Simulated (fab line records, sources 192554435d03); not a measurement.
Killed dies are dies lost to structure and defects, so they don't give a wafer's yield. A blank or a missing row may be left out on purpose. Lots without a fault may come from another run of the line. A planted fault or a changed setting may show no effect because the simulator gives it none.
Chamber matching | flow n5_finfet | N5_BEOL_M0_SAQP_SPACER2_ETCHBACK_27 on rie_diel-05: 4 sister chambers
The step etches SiO2 in CHF3/O2, target depth 22.5 nm, time 11.25 s. 4 wafers are shown with their chamber, then 9 later ones without.

WAFERS WITH THEIR CHAMBER
wafer  | chamber | drypump_motor_current_A (A)
L082.2 | 0       | 5.6
L086.3 | 1       | 6.5
L086.4 | 3       | 6.1
L086.5 | 2       | 4.8

WAFERS WITHOUT THEIR CHAMBER
wafer  | drypump_motor_current_A (A)
L087.3 | 4.8
L087.5 | 6.5
L087.6 | 5.6
L093.1 | 6.1
L093.4 | 4.9
L093.5 | 5.6
L095.2 | 4.9
L095.3 | 6.1
L095.5 | 4.9

WHICH CHAMBER EACH WENT THROUGH
wafer  | from the rows above | in truth
L087.3 | 2                   | 2
L087.5 | 1                   | 1
L087.6 | 0                   | 0
L093.1 | 3                   | 3
L093.4 | 2                   | 2
L093.5 | 0                   | 0
L095.2 | 2                   | 2
L095.3 | 3                   | 3
L095.5 | 2                   | 2
Placed correctly: 9 of 9. Can't be placed from these rows: 0. Placed wrongly: 0.
How it was worked out, from the rows above alone: a wafer's distance from a chamber is the root of the sum, over the readings, of the square of ((its reading less the chamber's mean) divided by the reading's scatter). The wafer belongs to the nearest chamber; if the next one is less than 2 further off, it can't be placed. A chamber's mean is the mean of its shown wafers. The scatter: with one shown wafer a chamber, the root of the mean of the squares of how far each hidden wafer lies from its nearest shown one.
